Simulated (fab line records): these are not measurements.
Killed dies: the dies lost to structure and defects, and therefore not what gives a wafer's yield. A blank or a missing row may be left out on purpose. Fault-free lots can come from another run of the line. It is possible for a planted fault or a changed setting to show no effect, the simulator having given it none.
Split-lot experiment / flow n5-finfet / 21 wafers read from 7 lots, route of 1938 steps

SPLIT DETAILS
At N5_BEOL_M7_ETCH_41 (etches SiCN in CH3F/O2, target depth 31.9 nm, time 57.8 s), the setting bias-w was moved away from the recipe's 75 W on 9 of the 21 wafers read, by -14.4% to +17.3%. All remaining wafers had this setting at the recipe value.

Reading taken at the split's own step.

THE READING
rf-vpp-V, in V, at N5_BEOL_M7_ETCH_41 (etches SiCN in CH3F/O2, target depth 31.9 nm, time 57.8 s). On this fab line, fault-free wafers typically give 297.3 V with a standard deviation of 1.3 V.

wafer=L078.1; tool, chamber at the split=rie-diel-04, 0; bias-w as run, W=75; against the recipe=recipe; rf-vpp-V, V=296.4; against lot-mates on the recipe=-
wafer=L078.2; tool, chamber at the split=rie-diel-04, 1; bias-w as run, W=75; against the recipe=recipe; rf-vpp-V, V=298.3; against lot-mates on the recipe=-
wafer=L078.5; tool, chamber at the split=rie-diel-04, 3; bias-w as run, W=75; against the recipe=recipe; rf-vpp-V, V=296.7; against lot-mates on the recipe=-
wafer=L081.1; tool, chamber at the split=rie-diel-04, 0; bias-w as run, W=84.49; against the recipe=+12.7%; rf-vpp-V, V=320.5; against lot-mates on the recipe=+26.3
wafer=L081.2; tool, chamber at the split=rie-diel-04, 1; bias-w as run, W=84.49; against the recipe=+12.7%; rf-vpp-V, V=320.4; against lot-mates on the recipe=+26.2
wafer=L081.4; tool, chamber at the split=rie-diel-04, 2; bias-w as run, W=75; against the recipe=recipe; rf-vpp-V, V=294.2; against lot-mates on the recipe=-
wafer=L080.2; tool, chamber at the split=rie-diel-03, 1; bias-w as run, W=75; against the recipe=recipe; rf-vpp-V, V=296.7; against lot-mates on the recipe=-
wafer=L080.3; tool, chamber at the split=rie-diel-03, 0; bias-w as run, W=69.72; against the recipe=-7.0%; rf-vpp-V, V=281.4; against lot-mates on the recipe=-15.3
wafer=L080.4; tool, chamber at the split=rie-diel-03, 2; bias-w as run, W=69.72; against the recipe=-7.0%; rf-vpp-V, V=284.7; against lot-mates on the recipe=-12.0
wafer=L082.1; tool, chamber at the split=rie-diel-05, 1; bias-w as run, W=64.23; against the recipe=-14.4%; rf-vpp-V, V=267.1; against lot-mates on the recipe=-31.7
wafer=L082.2; tool, chamber at the split=rie-diel-05, 0; bias-w as run, W=75; against the recipe=recipe; rf-vpp-V, V=299.3; against lot-mates on the recipe=-
wafer=L082.5; tool, chamber at the split=rie-diel-05, 2; bias-w as run, W=75; against the recipe=recipe; rf-vpp-V, V=298.3; against lot-mates on the recipe=-
wafer=L087.2; tool, chamber at the split=rie-diel-03, 0; bias-w as run, W=75; against the recipe=recipe; rf-vpp-V, V=294.5; against lot-mates on the recipe=-
wafer=L087.4; tool, chamber at the split=rie-diel-03, 3; bias-w as run, W=68.75; against the recipe=-8.3%; rf-vpp-V, V=283.5; against lot-mates on the recipe=-11.0
wafer=L087.5; tool, chamber at the split=rie-diel-03, 3; bias-w as run, W=68.75; against the recipe=-8.3%; rf-vpp-V, V=281.7; against lot-mates on the recipe=-12.8
wafer=L089.2; tool, chamber at the split=rie-diel-04, 2; bias-w as run, W=75; against the recipe=recipe; rf-vpp-V, V=299.8; against lot-mates on the recipe=-
wafer=L089.3; tool, chamber at the split=rie-diel-04, 1; bias-w as run, W=66.44; against the recipe=-11.4%; rf-vpp-V, V=274.6; against lot-mates on the recipe=-25.4
wafer=L089.5; tool, chamber at the split=rie-diel-04, 2; bias-w as run, W=75; against the recipe=recipe; rf-vpp-V, V=300.2; against lot-mates on the recipe=-
wafer=L094.1; tool, chamber at the split=rie-diel-03, 3; bias-w as run, W=87.96; against the recipe=+17.3%; rf-vpp-V, V=329.6; against lot-mates on the recipe=+31.9
wafer=L094.2; tool, chamber at the split=rie-diel-03, 1; bias-w as run, W=75; against the recipe=recipe; rf-vpp-V, V=298.1; against lot-mates on the recipe=-
wafer=L094.6; tool, chamber at the split=rie-diel-03, 3; bias-w as run, W=75; against the recipe=recipe; rf-vpp-V, V=297.3; against lot-mates on the recipe=-

THE FIT
A straight line over all 21 wafers: rf-vpp-V changes by +1.91 V for each +1% of bias-w; r = +0.99; the points scatter about the line by 1.8 V.
The same after taking each lot's own level away (the mean of its wafers on the recipe; 21 wafers): +1.97 V for each +1%; r = +0.99; scatter 2 V.
According to that fit, moving bias-w by its largest amount changes the reading by 34 V.
The span of the lots' own levels, 294.20 to 300.00 V, comes to 4.5 times the standard deviation stated above.
Hence the lot-to-lot level has little effect on the slope; both slopes agree.
Check: for one of the wafers moved furthest among these (+17.3%), held out of the fit, the line's prediction against its lot-mates is +35.4 V. Against them it came out at +31.9 V.
Tool readings at the split's step, against how far the setting was moved: rf-vpp-V r = +0.99.

THE FILE'S OWN FIT
rf-vpp-V changes by +1.99 V for each +1% of bias-w, r = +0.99.
